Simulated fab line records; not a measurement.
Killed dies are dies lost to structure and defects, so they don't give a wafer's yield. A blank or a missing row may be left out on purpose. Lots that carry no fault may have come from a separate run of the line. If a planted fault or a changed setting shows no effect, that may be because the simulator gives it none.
Chamber matching -- flow n5Finfet -- N5_BEOL_M0_SAQP_ETCH_49 on rieDiel-04: 4 sister chambers
The step etches SiO2 in CF4/O2, target depth 37 nm. 4 wafers are shown with their chamber, then 8 later ones without.

== WAFERS PAIRED WITH THEIR CHAMBERS ==
wafer,chamber,drypumpMotorCurrentA (A)
L086.2,0,5.3
L090.4,3,6.7
L090.5,2,6.1
L092.2,1,5.4

== WAFERS MISSING THEIR CHAMBER ==
wafer,drypumpMotorCurrentA (A)
L092.3,6.8
L092.5,6.1
L093.1,5.4
L093.4,6.1
L093.6,5.4
L094.1,6.8
L094.3,5.4
L094.4,6.1

== WHICH CHAMBER EACH ONE RAN IN ==
wafer,from the rows above,in truth
L092.3,3,3
L092.5,2,2
L093.1,1,1
L093.4,2,2
L093.6,1,1
L094.1,3,3
L094.3,1,1
L094.4,2,2
Placed correctly: 8 of 8. Not placeable from these rows: 0. Placed wrongly: 0.
How it was worked out, from the rows above alone: a wafer's distance from a chamber is the root of the sum, over the readings, of the square of ((its reading less the chamber's mean) divided by the reading's scatter). If the next closest chamber is less than 2 further off than the closest, the wafer can't be placed; otherwise it belongs to the closest. The mean given for a chamber averages the wafers shown for that chamber. The scatter: with one shown wafer a chamber, the root of the mean of the squares of how far each hidden wafer lies from its nearest shown one.
